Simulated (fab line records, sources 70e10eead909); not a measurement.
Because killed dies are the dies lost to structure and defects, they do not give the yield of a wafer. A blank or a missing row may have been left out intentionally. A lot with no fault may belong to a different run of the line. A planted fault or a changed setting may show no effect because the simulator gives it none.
fab line records	flow nandHarc
record: lots: 14	wafers: 42	lastDay: 34
route steps=1302 shown A_ONON_D1@438 A_CHANNEL_HOLE_D1@451 END@1302
lots that met no fault: from a run of the same line without faults
startH: hours from the record's first day to the start of the lot's first wafer shown	waitH: hours elapsed since this lot's preceding step	" repeats the value in the row above	L1.1+2: a row that stands for several wafers	- no value, or no start given	* or withheld: withheld	< > ~ a bound
route shown NAME@n: NAME is a module with steps in the file, n the number in the route of the first one	usual: mean and standard deviation over wafers with no fault	same: alike in all rows	chamber/n: place in a boat	sites: the reading at each site	_std_site: how widely they spread, as a standard deviation	_edge_site: mean of outer sites minus mean of inner sites	radiusMm: for every site, how far away it sits from the centre of the wafer	mask NAME#n: copy n	behind: the tool/chamber that last shaped the wafer	hold: why the lot was held/for how many hours/how that ended	device: the n, p or np transistor that did not switch	end of line: the route-end tests of the same wafers	step lacking rows: just its recipe	killed: the dies lost at the first sort to structure and to defects; this is not the yield of the wafer	map: a wafer's dies, x killed, . not, _ none there
set.NAME: the setting the step ran with; set.NAME@STEP: the setting that earlier step ran with	model.NAME: the simulator's own value behind a step, which no gauge read
a sample of lots followed through the steps of the route, with each step as a table and each wafer as a row
services: when a tool's chamber went out of use (startH, in hours from the record's first day, below 0 if earlier), for how many hours, and the reason
== steps ==
step: NHARC_A_ONON_D1_DEP_19
recipe: targetThkA: 10000	n2FlowSccm: 2750	n2oFlowSccm: 2000	nh3FlowSccm: 500	sih4FlowSccm: 210	tempC: 400
lot.wafer	tool	chamber	startH	waitH
L551.1+3+6	pecvdOnon-01	0	177.19	0.1
L552.1+2+5	pecvdOnon-01	0	185.05	0.1
L553.2+3+5	pecvdOnon-04	0	198.03	0.1
L555.2+4+6	pecvdOnon-01	0	223.93	0.1
L556.3+5+6	pecvdOnon-04	0	224.00	0.2
L557.1+3+6	pecvdOnon-04	0	234.12	0.1
L558.2+4+5	pecvdOnon-03	0	243.75	0.1
L559.2+4+6	pecvdOnon-04	0	252.33	0.1
L561.3+5+6	pecvdOnon-04	0	271.78	0.2
L564.1+3+6	pecvdOnon-01	0	298.86	0.1
L567.2+3+4	pecvdOnon-01	0	343.02	0.1
L569.3+5+6	pecvdOnon-01	0	346.83	0.2
L573.1+2+3	pecvdOnon-04	0	396.68	0.1
L574.2+4+6	pecvdOnon-01	0	409.46	0.1
step: NHARC_A_ONON_D1_THK_MEAS_21
recipe: thkMeasGauge: ellipsometry
usual: thkNm: 1001/10
lot.wafer	tool	chamber	startH	waitH	thkNm
L551.1	filmMetro-01	-	177.70	-	1008
L551.3	"	-	"	"	1005
L551.6	"	-	"	"	1008
L552.1	filmMetro-01	-	185.56	-	1004
L552.2	"	-	"	"	1006
L552.5	"	-	"	"	1005
L553.2	filmMetro-02	-	198.49	-	995
L553.3	"	-	"	"	994
L553.5	"	-	"	"	994
L555.2	filmMetro-01	-	224.38	-	996
L555.4	"	-	"	"	998
L555.6	"	-	"	"	999
L556.3	filmMetro-02	-	224.39	-	984
L556.5	"	-	"	"	986
L556.6	"	-	"	"	986
L557.1	filmMetro-02	-	234.63	-	1015
L557.3	"	-	"	"	1015
L557.6	"	-	"	"	1014
L558.2	filmMetro-02	-	244.20	-	989
L558.4	"	-	"	"	989
L558.5	"	-	"	"	989
L559.2	filmMetro-01	-	252.78	-	1007
L559.4	"	-	"	"	1007
L559.6	"	-	"	"	1006
L561.3	filmMetro-01	-	272.18	-	1004
L561.5	"	-	"	"	1006
L561.6	"	-	"	"	1007
L564.1	filmMetro-01	-	299.36	-	1006
L564.3	"	-	"	"	1006
L564.6	"	-	"	"	1007
L567.2	filmMetro-02	-	343.47	-	690
L567.3	"	-	"	"	692
L567.4	"	-	"	"	691
L569.3	filmMetro-02	-	347.22	-	703
L569.5	"	-	"	"	702
L569.6	"	-	"	"	704
L573.1	filmMetro-01	-	397.19	-	994
L573.2	"	-	"	"	996
L573.3	"	-	"	"	996
L574.2	filmMetro-01	-	409.91	-	999
L574.4	"	-	"	"	1000
L574.6	"	-	"	"	1000
step: NHARC_A_ONON_D1_INSPECT_32
usual: rawDefectCount: 66/22
lot.wafer	tool	chamber	startH	waitH	rawDefectCount
L551.1	defectInspect-02	-	179.96	0.0	87
L551.3	"	-	"	"	50
L551.6	"	-	"	"	49
L552.1	defectInspect-02	-	187.81	0.0	92
L552.2	"	-	"	"	49
L552.5	"	-	"	"	64
L553.2	defectInspect-02	-	200.72	0.0	80
L553.3	"	-	"	"	78
L553.5	"	-	"	"	38
L556.3	defectInspect-01	-	226.66	0.0	82
L556.5	"	-	"	"	48
L556.6	"	-	"	"	79
L555.2	defectInspect-01	-	226.78	0.1	70
L555.4	"	-	"	"	96
L555.6	"	-	"	"	30
L557.1	defectInspect-01	-	236.89	0.0	56
L557.3	"	-	"	"	83
L557.6	"	-	"	"	76
L558.2	defectInspect-01	-	246.43	0.0	51
L558.4	"	-	"	"	88
L558.5	"	-	"	"	74
L559.2	defectInspect-01	-	255.04	0.0	64
L559.4	"	-	"	"	58
L559.6	"	-	"	"	93
L561.3	defectInspect-02	-	274.42	0.0	69
L561.5	"	-	"	"	125
L561.6	"	-	"	"	61
L564.1	defectInspect-01	-	301.60	0.0	51
L564.3	"	-	"	"	17
L564.6	"	-	"	"	42
L567.2	defectInspect-01	-	345.70	0.0	55
L567.3	"	-	"	"	107
L567.4	"	-	"	"	52
L569.3	defectInspect-02	-	349.61	0.0	110
L569.5	"	-	"	"	96
L569.6	"	-	"	"	80
L573.1	defectInspect-01	-	399.59	0.0	65
L573.2	"	-	"	"	45
L573.3	"	-	"	"	55
L574.2	defectInspect-01	-	412.25	0.0	82
L574.4	"	-	"	"	64
L574.6	"	-	"	"	73
step: NHARC_A_CHANNEL_HOLE_D1_DEP_01
recipe: targetThkA: 1400	targetThkNm: 140	tempC: 400	pressureTorr: 3.5	flowSccm: 200	rfW: 350	material: SiON
usual: heaterPowerW: 717/120
lot.wafer	tool	chamber	startH	waitH	heaterPowerW
L551.1	pecvd-04	2	182.96	1.6	687
L551.3	"	0	"	"	688
L551.6	"	1	"	"	649
L552.2	pecvd-04	2	191.22	1.3	691
L552.1	"	1	"	"	691
L552.5	"	2	"	"	698
L553.3	pecvd-04	0	208.94	1.0	663
L553.2	"	1	"	"	724
L553.5	"	2	"	"	653
L556.3	pecvd-01	1	228.77	1.1	1065
L556.6	"	2	"	"	838
L556.5	"	1	"	"	1017
L555.2	pecvd-03	0	228.84	1.4	490
L555.4	"	2	"	"	652
L555.6	"	0	"	"	487
L557.1	pecvd-03	2	240.11	1.7	710
L557.3	"	0	"	"	484
L557.6	"	0	"	"	488
L558.2	pecvd-04	0	253.95	1.3	732
L558.5	"	1	"	"	664
L558.4	"	2	"	"	749
L559.2	pecvd-04	2	260.08	1.3	745
L559.4	"	2	"	"	777
L559.6	"	0	"	"	703
L561.3	pecvd-03	0	276.44	1.0	518
L561.5	"	0	"	"	529
L561.6	"	1	"	"	845
L564.3	pecvd-03	1	303.73	1.0	790
L564.1	"	0	"	"	519
L564.6	"	0	"	"	541
L573.3	pecvd-04	0	404.16	1.0	686
L573.1	"	1	"	"	688
L573.2	"	2	"	"	701
L574.2	pecvd-01	2	415.98	1.3	694
L574.4	"	0	"	"	792
L574.6	"	1	"	"	851
step: NHARC_END_SORT_01
recipe: tempC: 25
usual: killedAtArray: 54/17	killedAtOther: 0.7/1	killedAtPeriphery: 3.7/2.9	killedDies: 58/16	killedOpen: 3.2/1.9	killedShort: 2.2/1.5
same: grossDies: 677
lot.wafer	tool	chamber	startH	waitH	killedAtArray	killedAtOther	killedAtPeriphery	killedDies	killedOpen	killedShort
L551.1	prober-02	0	573.14	2.5	88	0	2	90	5	3
L551.3	prober-02	0	574.72	3.1	79	0	3	82	1	3
L551.6	prober-02	0	577.09	3.9	90	0	1	91	3	1
L552.1	prober-01	0	573.16	2.5	51	3	11	65	6	1
L552.2	prober-01	0	573.95	2.8	42	5	8	55	3	1
L552.5	prober-01	0	576.34	3.7	47	0	9	56	5	0
L553.2	prober-01	0	588.76	2.8	49	0	0	49	2	3
L553.3	prober-01	0	589.55	3.1	53	1	4	58	2	1
L553.5	prober-01	0	591.13	3.7	55	1	4	60	5	0
L555.2	prober-01	0	598.20	2.8	63	1	4	68	1	2
L555.4	prober-01	0	599.81	3.4	59	1	6	66	4	1
L555.6	prober-01	0	601.43	4.0	55	0	3	58	1	1
L556.3	prober-02	0	616.92	3.1	60	0	0	60	5	5
L556.5	prober-02	0	618.53	3.7	38	0	0	38	1	2
L556.6	prober-02	0	619.34	4.0	53	0	0	53	6	1
L557.1	prober-01	0	631.18	2.5	52	2	3	57	2	2
L557.3	prober-01	0	632.75	3.1	54	1	1	56	2	2
L557.6	prober-01	0	635.12	3.9	55	0	3	58	3	2
L559.2	prober-01	0	646.34	2.8	63	0	5	68	5	3
L559.4	prober-01	0	647.92	3.4	55	0	1	56	4	1
L559.6	prober-01	0	649.51	4.0	57	1	4	62	2	2
L558.2	prober-01	0	654.08	2.8	52	0	1	53	3	3
L558.4	prober-01	0	655.68	3.4	49	0	1	50	2	3
L558.5	prober-01	0	656.48	3.7	50	1	1	52	5	3
L561.3	prober-02	0	654.92	3.1	61	1	0	62	4	1
L561.5	prober-02	0	656.50	3.7	65	0	3	68	4	4
L561.6	prober-02	0	657.29	3.9	70	0	0	70	4	2
L564.1	prober-01	0	683.27	2.5	49	0	11	60	1	4
L564.3	prober-01	0	684.87	3.1	42	0	13	55	3	2
L564.6	prober-01	0	687.27	4.0	45	0	8	53	3	4
L567.2	prober-02	0	727.56	2.8	674	1	2	677	1	2
L567.3	prober-02	0	728.36	3.1	676	0	1	677	2	5
L567.4	prober-02	0	729.17	3.4	674	2	1	677	1	4
L569.3	prober-01	0	737.67	3.1	675	0	2	677	4	2
L569.5	prober-01	0	739.24	3.7	675	0	2	677	0	2
L569.6	prober-01	0	740.03	3.9	675	0	2	677	3	1
L573.1	prober-02	0	781.20	2.5	51	2	4	57	2	4
L573.2	prober-02	0	782.00	2.8	28	0	4	32	3	1
L573.3	prober-02	0	782.80	3.1	54	3	5	62	3	3
L574.2	prober-01	0	806.49	2.8	61	0	3	64	4	3
L574.4	prober-01	0	808.11	3.5	66	1	2	69	7	4
L574.6	prober-01	0	809.74	4.1	36	2	7	45	8	2
killed by level:class
L551.1 A_CHANNEL_HOLE_D1:chamberFilmFlake=29 A_CHANNEL_HOLE_D2:chamberFilmFlake=25 A_SLIT:chamberFilmFlake=19 A_CHANNEL_FILL_D1:chamberFilmFlake=2 A_SGD_CUT:chamberFilmFlake=2 A_ONON_D1:geometricParticle:short=1 A_CHANNEL_FILL_D1:geometricParticle:open=1 A_CHANNEL_FILL_D1:geometricParticle:short=1
L552.1 A_CHANNEL_HOLE_D1:chamberFilmFlake=39 P_CONTACT:chamberFilmFlake=8 A_CHANNEL_HOLE_D2:chamberFilmFlake=7 P_M1:geometricParticle:open=2 THIN_TSV:chamberFilmFlake=2 A_CHANNEL_FILL_D1:geometricParticle:open=1 A_DECK1_JOINT:geometricParticle:open=1 A_DECK1_JOINT:geometricParticle:short=1
L552.2 A_CHANNEL_HOLE_D1:chamberFilmFlake=32 P_CONTACT:chamberFilmFlake=5 THIN_TSV:chamberFilmFlake=5 A_CHANNEL_HOLE_D2:chamberFilmFlake=4 A_CONTACT:chamberFilmFlake=2 P_M0:geometricParticle:open=1 A_ONON_D1:geometricParticle:open=1 A_WL_FILL:geometricParticle:short=1
L551.3 A_CHANNEL_HOLE_D1:chamberFilmFlake=31 A_CHANNEL_HOLE_D2:chamberFilmFlake=20 A_SLIT:chamberFilmFlake=11 A_CONTACT:chamberFilmFlake=5 A_CHANNEL_FILL_D1:chamberFilmFlake=3 A_ONON_D2:geometricParticle:short=2 P_BONDPAD:chamberFilmFlake=2 A_SGD_CUT:chamberFilmFlake=2
L552.5 A_CHANNEL_HOLE_D1:chamberFilmFlake=37 P_CONTACT:chamberFilmFlake=5 A_CHANNEL_HOLE_D2:chamberFilmFlake=5 A_ONON_D2:geometricParticle:open=2 P_GATE:chamberFilmFlake=2 A_CONTACT:chamberFilmFlake=2 P_GATE:geometricParticle:open=1 P_M1:geometricParticle:open=1
L551.6 A_CHANNEL_HOLE_D2:chamberFilmFlake=31 A_CHANNEL_HOLE_D1:chamberFilmFlake=28 A_SLIT:chamberFilmFlake=19 A_CONTACT:chamberFilmFlake=4 A_SGD_CUT:chamberFilmFlake=3 A_CHANNEL_FILL_D1:geometricParticle:open=1 A_WL_FILL:geometricParticle:short=1 A_BLC:geometricParticle:open=1
L553.2 A_CHANNEL_HOLE_D1:chamberFilmFlake=29 A_CHANNEL_HOLE_D2:chamberFilmFlake=5 A_M1:chamberFilmFlake=5 A_CONTACT:chamberFilmFlake=3 A_SOURCE_PLATE:geometricParticle:short=1 A_CHANNEL_FILL_D1:geometricParticle:short=1 A_CHANNEL_FILL_D1:geometricParticle:open=1 A_CHANNEL_HOLE_D2:geometricParticle:open=1
L553.3 A_CHANNEL_HOLE_D1:chamberFilmFlake=37 A_CHANNEL_HOLE_D2:chamberFilmFlake=8 A_CONTACT:chamberFilmFlake=3 A_M1:chamberFilmFlake=2 P_M0:geometricParticle:short=1 P_M1:geometricParticle:open=1 A_DECK1_JOINT:geometricParticle:open=1 P_STI:chamberFilmFlake=1
L553.5 A_CHANNEL_HOLE_D1:chamberFilmFlake=39 A_CHANNEL_HOLE_D2:chamberFilmFlake=5 A_CONTACT:chamberFilmFlake=4 A_M0:geometricParticle:open=2 P_STI:chamberFilmFlake=2 P_CONTACT:geometricParticle:open=1 A_DECK1_JOINT:geometricParticle:open=1 A_SGD_CUT:geometricParticle:open=1
L555.2 A_CHANNEL_HOLE_D1:chamberFilmFlake=30 A_SLIT:chamberFilmFlake=21 A_CHANNEL_HOLE_D2:chamberFilmFlake=6 P_STI:chamberFilmFlake=3 A_CHANNEL_FILL_D1:geometricParticle:short=1 A_CHANNEL_FILL_D2:geometricParticle:short=1 A_CONTACT:geometricParticle:open=1 P_GATE:chamberFilmFlake=1
L555.4 A_SLIT:chamberFilmFlake=23 A_CHANNEL_HOLE_D1:chamberFilmFlake=20 A_CHANNEL_HOLE_D2:chamberFilmFlake=7 P_STI:chamberFilmFlake=4 P_GATE:chamberFilmFlake=2 A_ONON_D1:geometricParticle:open=1 A_ONON_D1:geometricParticle:short=1 A_CHANNEL_FILL_D1:geometricParticle:open=1
L555.6 A_CHANNEL_HOLE_D1:chamberFilmFlake=26 A_SLIT:chamberFilmFlake=23 P_STI:chamberFilmFlake=2 A_CHANNEL_FILL_D1:geometricParticle:short=1 A_M1:geometricParticle:open=1 P_GATE:chamberFilmFlake=1 A_ZERO_WELL:chamberFilmFlake=1 A_CHANNEL_HOLE_D2:chamberFilmFlake=1
L556.3 A_CHANNEL_HOLE_D2:chamberFilmFlake=38 A_CONTACT:chamberFilmFlake=9 A_ONON_D1:geometricParticle:short=2 A_DECK1_JOINT:geometricParticle:open=2 A_CHANNEL_HOLE_D1:chamberFilmFlake=2 A_CHANNEL_HOLE_D1:geometricParticle:open=1 A_CHANNEL_HOLE_D1:geometricParticle:short=1 A_CHANNEL_FILL_D2:geometricParticle:open=1
L556.5 A_CHANNEL_HOLE_D2:chamberFilmFlake=29 A_CHANNEL_HOLE_D1:chamberFilmFlake=2 A_CONTACT:chamberFilmFlake=2 A_BLC:geometricParticle:open=1 A_CHANNEL_FILL_D2:geometricParticle:short=1 A_SGD_CUT:geometricParticle:short=1 A_CHANNEL_FILL_D1:chamberFilmFlake=1 A_M0:chamberFilmFlake=1
L556.6 A_CHANNEL_HOLE_D2:chamberFilmFlake=34 A_CONTACT:chamberFilmFlake=6 A_CHANNEL_FILL_D1:geometricParticle:open=3 A_CHANNEL_FILL_D1:chamberFilmFlake=2 A_M0:chamberFilmFlake=2 A_ONON_D1:geometricParticle:open=1 A_CHANNEL_FILL_D2:geometricParticle:open=1 A_SGD_CUT:geometricParticle:short=1
L557.1 A_SLIT:chamberFilmFlake=28 A_CHANNEL_HOLE_D2:chamberFilmFlake=10 A_CONTACT:chamberFilmFlake=4 A_WL_FILL:chamberFilmFlake=3 A_CHANNEL_HOLE_D1:chamberFilmFlake=2 THIN_TSV:chamberFilmFlake=2 P_CONTACT:geometricParticle:short=1 P_M0:geometricParticle:short=1
L557.3 A_SLIT:chamberFilmFlake=28 A_CHANNEL_HOLE_D2:chamberFilmFlake=8 A_WL_FILL:chamberFilmFlake=5 A_CHANNEL_HOLE_D1:chamberFilmFlake=4 A_CONTACT:chamberFilmFlake=3 A_ONON_D2:geometricParticle:short=1 A_WL_FILL:geometricParticle:open=1 A_WL_FILL:geometricParticle:short=1
L557.6 A_SLIT:chamberFilmFlake=31 A_CHANNEL_HOLE_D2:chamberFilmFlake=6 A_CHANNEL_HOLE_D1:chamberFilmFlake=4 A_WL_FILL:chamberFilmFlake=3 A_CONTACT:chamberFilmFlake=3 P_STI:chamberFilmFlake=2 A_STAIRCASE:chamberFilmFlake=2 A_CHANNEL_FILL_D1:geometricParticle:open=1
L559.2 A_CHANNEL_HOLE_D1:chamberFilmFlake=30 A_CHANNEL_HOLE_D2:chamberFilmFlake=16 A_CONTACT:chamberFilmFlake=6 A_SLIT:chamberFilmFlake=3 A_CHANNEL_FILL_D2:geometricParticle:open=2 P_ZERO_WELL:chamberFilmFlake=2 P_STI:geometricParticle:open=1 P_GATE:geometricParticle:open=1
L559.4 A_CHANNEL_HOLE_D1:chamberFilmFlake=30 A_CHANNEL_HOLE_D2:chamberFilmFlake=10 A_CONTACT:chamberFilmFlake=6 A_STAIRCASE:chamberFilmFlake=2 A_WL_FILL:chamberFilmFlake=2 P_M1:geometricParticle:open=1 A_ONON_D2:geometricParticle:short=1 A_CHANNEL_FILL_D2:geometricParticle:open=1
L559.6 A_CHANNEL_HOLE_D1:chamberFilmFlake=35 A_CHANNEL_HOLE_D2:chamberFilmFlake=7 A_CONTACT:chamberFilmFlake=5 A_WL_FILL:chamberFilmFlake=4 P_ZERO_WELL:chamberFilmFlake=2 A_SLIT:chamberFilmFlake=2 P_GATE:geometricParticle:open=1 A_CHANNEL_HOLE_D1:geometricParticle:short=1
L558.2 A_CHANNEL_HOLE_D2:chamberFilmFlake=38 A_CHANNEL_HOLE_D1:chamberFilmFlake=4 A_CHANNEL_FILL_D2:chamberFilmFlake=2 A_CONTACT:chamberFilmFlake=2 P_CONTACT:geometricParticle:open=1 A_CHANNEL_HOLE_D1:geometricParticle:short=1 A_CHANNEL_FILL_D1:geometricParticle:open=1 A_CHANNEL_HOLE_D2:geometricParticle:short=1
L561.3 A_CHANNEL_HOLE_D1:chamberFilmFlake=35 A_CHANNEL_HOLE_D2:chamberFilmFlake=14 A_CONTACT:chamberFilmFlake=3 A_CHANNEL_FILL_D2:chamberFilmFlake=2 A_BLC:chamberFilmFlake=2 A_ONON_D2:geometricParticle:open=1 A_CHANNEL_FILL_D2:geometricParticle:open=1 A_CHANNEL_FILL_D2:geometricParticle:short=1
L558.4 A_CHANNEL_HOLE_D2:chamberFilmFlake=32 A_CHANNEL_HOLE_D1:chamberFilmFlake=3 A_SLIT:chamberFilmFlake=3 A_BLC:geometricParticle:open=2 A_CHANNEL_FILL_D1:chamberFilmFlake=2 A_CONTACT:chamberFilmFlake=2 A_ONON_D1:geometricParticle:short=1 A_CHANNEL_FILL_D1:geometricParticle:short=1
L558.5 A_CHANNEL_HOLE_D2:chamberFilmFlake=34 A_CHANNEL_HOLE_D1:chamberFilmFlake=5 A_ONON_D1:geometricParticle:short=2 A_CONTACT:chamberFilmFlake=2 P_STI:geometricParticle:open=1 A_ONON_D1:geometricParticle:open=1 A_CHANNEL_FILL_D1:geometricParticle:open=1 A_ONON_D2:geometricParticle:open=1
L561.5 A_CHANNEL_HOLE_D1:chamberFilmFlake=33 A_CHANNEL_HOLE_D2:chamberFilmFlake=10 A_CONTACT:chamberFilmFlake=7 A_M0:geometricParticle:short=2 A_CHANNEL_FILL_D2:chamberFilmFlake=2 A_STAIRCASE:chamberFilmFlake=2 A_BLC:chamberFilmFlake=2 P_BONDPAD:geometricParticle:open=1
L561.6 A_CHANNEL_HOLE_D1:chamberFilmFlake=34 A_CONTACT:chamberFilmFlake=8 A_CHANNEL_HOLE_D2:chamberFilmFlake=8 A_BLC:chamberFilmFlake=7 A_ZERO_WELL:chamberFilmFlake=2 A_CHANNEL_FILL_D2:chamberFilmFlake=2 A_STAIRCASE:chamberFilmFlake=2 A_CHANNEL_HOLE_D1:geometricParticle:open=1
L564.1 A_CHANNEL_HOLE_D2:chamberFilmFlake=25 A_CONTACT:chamberFilmFlake=6 P_GATE:chamberFilmFlake=4 A_CHANNEL_HOLE_D1:chamberFilmFlake=4 A_STAIRCASE:chamberFilmFlake=4 P_M1:chamberFilmFlake=3 P_STI:chamberFilmFlake=2 A_SLIT:chamberFilmFlake=2
L564.3 A_CHANNEL_HOLE_D2:chamberFilmFlake=14 A_CHANNEL_HOLE_D1:chamberFilmFlake=9 A_STAIRCASE:chamberFilmFlake=6 P_M1:chamberFilmFlake=4 A_CONTACT:chamberFilmFlake=4 P_GATE:chamberFilmFlake=3 P_ZERO_WELL:chamberFilmFlake=2 A_SLIT:chamberFilmFlake=2
L564.6 A_CHANNEL_HOLE_D2:chamberFilmFlake=13 A_STAIRCASE:chamberFilmFlake=9 A_CHANNEL_HOLE_D1:chamberFilmFlake=5 A_CONTACT:chamberFilmFlake=5 A_SLIT:chamberFilmFlake=3 A_M1:chamberFilmFlake=3 A_WL_FILL:geometricParticle:short=2 P_GATE:chamberFilmFlake=2
L567.2 A_ONON_D1:areaDep=635 A_CHANNEL_HOLE_D1:chamberFilmFlake=26 A_SLIT:chamberFilmFlake=5 A_WL_FILL:chamberFilmFlake=3 P_M0:geometricParticle:short=1 A_ONON_D1:geometricParticle:short=1 A_M0:geometricParticle:open=1 P_BONDPAD:chamberFilmFlake=1
L567.3 A_ONON_D1:areaDep=623 A_CHANNEL_HOLE_D1:chamberFilmFlake=37 A_STAIRCASE:chamberFilmFlake=3 A_SGD_CUT:chamberFilmFlake=2 A_CONTACT:chamberFilmFlake=2 P_CONTACT:geometricParticle:short=1 A_SOURCE_PLATE:geometricParticle:short=1 A_ONON_D1:geometricParticle:open=1
L567.4 A_ONON_D1:areaDep=624 A_CHANNEL_HOLE_D1:chamberFilmFlake=36 A_SLIT:chamberFilmFlake=3 A_CONTACT:chamberFilmFlake=2 A_BLC:chamberFilmFlake=2 THIN_TSV:chamberFilmFlake=2 P_M0:geometricParticle:short=1 A_ONON_D1:geometricParticle:short=1
L569.3 A_ONON_D1:areaDep=600 A_CHANNEL_HOLE_D1:chamberFilmFlake=28 A_CHANNEL_HOLE_D2:chamberFilmFlake=20 A_SLIT:chamberFilmFlake=15 A_SGD_CUT:chamberFilmFlake=4 A_CHANNEL_FILL_D1:chamberFilmFlake=2 P_GATE:geometricParticle:open=1 A_ONON_D1:geometricParticle:open=1
L569.5 A_ONON_D1:areaDep=608 A_CHANNEL_HOLE_D1:chamberFilmFlake=27 A_SLIT:chamberFilmFlake=15 A_CHANNEL_HOLE_D2:chamberFilmFlake=8 A_SGD_CUT:chamberFilmFlake=5 A_CONTACT:chamberFilmFlake=4 A_CHANNEL_FILL_D1:chamberFilmFlake=2 A_WL_FILL:chamberFilmFlake=2
L569.6 A_ONON_D1:areaDep=592 A_CHANNEL_HOLE_D1:chamberFilmFlake=30 A_SLIT:chamberFilmFlake=22 A_CHANNEL_HOLE_D2:chamberFilmFlake=16 A_CONTACT:chamberFilmFlake=6 A_SGD_CUT:chamberFilmFlake=3 A_WL_FILL:chamberFilmFlake=3 P_M0:geometricParticle:open=1
L573.1 A_SLIT:chamberFilmFlake=29 A_CHANNEL_HOLE_D1:chamberFilmFlake=13 P_STI:chamberFilmFlake=3 A_CONTACT:chamberFilmFlake=3 P_M2:geometricParticle:short=1 A_CHANNEL_FILL_D1:geometricParticle:open=1 A_ONON_D2:geometricParticle:short=1 A_CHANNEL_FILL_D2:geometricParticle:short=1
L573.2 A_SLIT:chamberFilmFlake=12 A_CHANNEL_HOLE_D1:chamberFilmFlake=6 P_STI:chamberFilmFlake=4 A_WL_FILL:chamberFilmFlake=2 A_STAIRCASE:chamberFilmFlake=2 A_CHANNEL_FILL_D1:geometricParticle:open=1 A_ONON_D2:geometricParticle:open=1 A_CHANNEL_FILL_D2:geometricParticle:open=1
L573.3 A_SLIT:chamberFilmFlake=34 A_CHANNEL_HOLE_D1:chamberFilmFlake=13 THIN_TSV:chamberFilmFlake=3 P_CONTACT:geometricParticle:open=2 P_STI:chamberFilmFlake=2 A_CONTACT:chamberFilmFlake=2 P_GATE:geometricParticle:short=1 A_ONON_D1:geometricParticle:short=1
L574.2 A_SLIT:chamberFilmFlake=33 A_CHANNEL_HOLE_D2:chamberFilmFlake=12 A_CONTACT:chamberFilmFlake=6 A_WL_FILL:geometricParticle:open=2 A_WL_FILL:chamberFilmFlake=2 P_CONTACT:geometricParticle:open=1 A_ONON_D1:geometricParticle:short=1 A_ONON_D2:geometricParticle:short=1
L574.4 A_SLIT:chamberFilmFlake=30 A_CHANNEL_HOLE_D2:chamberFilmFlake=16 A_CONTACT:chamberFilmFlake=5 A_M0:geometricParticle:open=3 A_CHANNEL_FILL_D2:geometricParticle:short=2 A_CONTACT:geometricParticle:open=2 A_CHANNEL_FILL_D1:chamberFilmFlake=2 A_ONON_D1:geometricParticle:short=1
L574.6 A_SLIT:chamberFilmFlake=16 A_CHANNEL_HOLE_D2:chamberFilmFlake=8 A_CONTACT:chamberFilmFlake=5 P_CONTACT:geometricParticle:open=2 A_CHANNEL_FILL_D2:geometricParticle:open=2 P_GATE:geometricParticle:open=1 P_M0:geometricParticle:short=1 A_DECK1_JOINT:geometricParticle:open=1
== services ==
tool	chamber	startH	hours	kind
pecvd-03	2	158.87	13.3	repair
pecvd-04	0	171.76	2.3	repair
pecvd-03	-	185.00	13.0	pm
pecvd-03	0	185.00	13.0	ventCycle
pecvd-03	1	185.00	13.0	ventCycle
pecvd-03	2	185.00	13.0	ventCycle
pecvd-03	0	198.00	-	clean
pecvd-03	1	198.00	-	clean
pecvd-01	0	221.30	7.5	repair
pecvdOnon-03	-	227.00	13.0	pm
pecvd-04	-	269.01	13.0	pm
pecvd-04	0	269.01	13.0	ventCycle
pecvd-04	1	269.01	13.0	ventCycle
pecvd-04	2	269.01	13.0	ventCycle
pecvdOnon-01	-	269.10	13.0	pm
pecvd-04	0	282.01	-	clean
pecvd-04	1	282.01	-	clean
pecvd-04	2	282.01	-	clean
pecvd-01	-	311.10	13.0	pm
pecvdOnon-04	-	311.23	13.0	pm
pecvd-04	-	335.05	0.7	repair
pecvd-03	-	366.00	13.0	pm
pecvd-03	-	383.98	0.8	repair
pecvdOnon-03	-	408.00	13.0	pm
== key ==
firstSign: step: NHARC_A_ONON_D1_THK_MEAS_21	reading: thkNm	direction: down	sigmas: 30	usual: 1001	struck: 697
effect: step: NHARC_END_SORT_01	reading: killedDies	direction: up	sigmas: 38	usual: 58	struck: 677
moreKillsBornAt: NHARC_A_ONON_D1_DEP_19@pecvdOnon-01: 3682
metAt NHARC_A_ONON_D1_DEP_19
struckLots L567,L569
struckWafers L567.2,L567.3,L567.4,L569.3,L569.5,L569.6
laterRowsLeftOut L567.2,L567.3,L567.4,L569.3,L569.5,L569.6
testerLeftOut L567,L569
notActingAt NHARC_A_ONON_D1_INSPECT_32,NHARC_A_CHANNEL_HOLE_D1_DEP_01
onsetBetween 298.86 343.02
fault: kind: processParameterDrift	tool: pecvdOnon-01	chamber: 0	onsetH: 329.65	steps: NHARC_A_ONON_D1_DEP_19	channel: targetThkA	offset: *	shape: step	endH: 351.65	actsIn: *	stated: *
testerLeftOut: of these lots the tester's yield and bins aren't shown, on N5 and GAA mostly nor the transistor test; their killed dies are dies lost to structure and defects alone, not to doping, threshold or leakage, so they don't give the yield
laterRowsLeftOut: the simulator's readings of these wafers behind a module that went badly wrong aren't trusted and aren't shown, but for the sort
